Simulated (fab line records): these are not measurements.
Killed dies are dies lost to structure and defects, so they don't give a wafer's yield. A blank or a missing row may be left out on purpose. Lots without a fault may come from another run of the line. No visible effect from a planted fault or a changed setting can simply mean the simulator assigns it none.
Struck lot and sound lot, side by side	flow n5Finfet	14 out of 1938 route steps
Sound: wafers L696.1, L696.2, L696.3. Struck: wafer L709.2 (left out: L709.6, a lot-mate that was not struck); the cause follows at the end.
Each step with rows lists, per side, the tool, then ch with its chambers, then its first start. Under that, the readings that differ: sound wafers	struck wafers	difference of the means	sigmas: that difference in standard deviations of wafers without a fault.
alike: words and numbers the same on both sides, and readings whose means are apart by under 2 such deviations; not compared: readings that were withheld, readings missing a value for some wafer, numbers with overlapping values and no deviation given by the record, and bounds like >300 which may hide the same value.
Wherever a step has rows on one side only, a row that says differs or no value, or a row with sigmas, the two part there. Numbers that have no deviation but don't overlap get no sigmas and don't part them. A reading that every wafer of one side lacks parts them only if that side has two wafers or more.

first, 1 step without rows for these wafers: N5_BEOL_M10_DEVELOP_27 (develop time 30 s).
N5_BEOL_M10_CD_MEAS_28 targets a cd of 70 nm.
  sound on cdSem-03 ch 0, day 12 21:16; struck on cdSem-03 ch 0, day 15 19:50
  alike: cdNm
N5_BEOL_M10_OVL_MEAS_29:
  sound on overlay-02 ch 0, day 12 21:17; struck on overlay-01 ch 0, day 15 19:52
  alike: V9_OVL
N5_BEOL_M10_INSPECT_30: inspects for defects (brightfield).
  sound: defectInspect-01 at day 12 21:19; struck: defectInspect-02 at day 15 19:54
  alike: rawDefectCount
then, 1 step without rows for these wafers: N5_BEOL_M10_DESCUM_33 (chemistry O2, time 7.9 s).
N5_BEOL_M10_ETCH_65: etches SiARC in CF4, target depth 39 nm, time 65 s.
  sound on rieDiel-06 ch 1,2,3, day 12 21:23; struck on rieDiel-05 ch 2, day 15 19:58
  alike: drypumpMotorCurrentA, etchRfOnTimeS, oesProductAu, rfVppV, showerheadPlenumPTorr, throttleValvePct
  not compared: rfHoursCounterH
N5_BEOL_M10_ETCH_66: etches SOC in N2/H2, target depth 120 nm, overetch 24 nm, time 180 s.
  sound on rieDiel-06 ch 1,2,3, day 12 21:26; struck on rieDiel-05 ch 2, day 15 20:01
  alike: drypumpMotorCurrentA, oesProductAu, rfVppV, showerheadPlenumPTorr, throttleValvePct
  not compared: rfHoursCounterH
then, 3 steps without rows for these wafers: N5_BEOL_M10_STRIP_69 (strips in N2/H2); N5_BEOL_M10_VIA_ETCH_34 (etches SiCOH lowk in C4F6/O2, target depth 184.5 nm, time 69.2 s); N5_BEOL_M10_STRIP_73 (strips in C4F6/O2).
N5_BEOL_M10_STRIP_36: strips in N2/H2.
  sound on rieDiel-06 ch 1,2,3, day 12 21:37; struck on rieDiel-05 ch 2, day 15 20:12
  alike: drypumpMotorCurrentA, oesProductAu, rfVppV, showerheadPlenumPTorr, throttleValvePct
  not compared: rfHoursCounterH
N5_BEOL_M10_TRENCH_ETCH_37: etches SiCOH lowk in C4F6/O2, target depth 148.83 nm, time 48 s.
  sound on rieDiel-06 ch 1,2,3; struck on rieDiel-05 ch 2
  alike: drypumpMotorCurrentA, oesProductAu, rfVppV, showerheadPlenumPTorr, throttleValvePct
  not compared: rfHoursCounterH
N5_BEOL_M10_ETCH_41: etches SiCN in CH3F/O2, target depth 42.6 nm, time 86 s.
  sound on rieDiel-06 ch 1,2,3, day 12 21:42; struck on rieDiel-05 ch 2, day 15 20:17
reading	sound	struck	difference	sigmas
oesProductAu (a.u.)	0.82 0.89 0.69	1.01	+0.21	+3
model.etch.depthNm (nm)	32.84 32.83 31.91	46.15	+13.62	
  alike: drypumpMotorCurrentA, rfVppV, showerheadPlenumPTorr, throttleValvePct
  not compared: rfHoursCounterH
N5_BEOL_M10_STRIP_77: strips in N2/H2, time 10 s.
  sound on rieDiel-06 ch 1,2,3; struck on rieDiel-05 ch 2
  alike: drypumpMotorCurrentA, oesProductAu, rfVppV, showerheadPlenumPTorr, throttleValvePct
  not compared: rfHoursCounterH

## WHERE THEY PART
At N5_BEOL_M10_ETCH_41 and nowhere else, as far as this record goes. Later steps at which nothing parts them and some readings are alike: N5_BEOL_M10_STRIP_77.

WHY: whatever the simulator had introduced
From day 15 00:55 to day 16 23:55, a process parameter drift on rieDiel-05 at N5_BEOL_M10_ETCH_41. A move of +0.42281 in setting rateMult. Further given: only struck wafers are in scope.
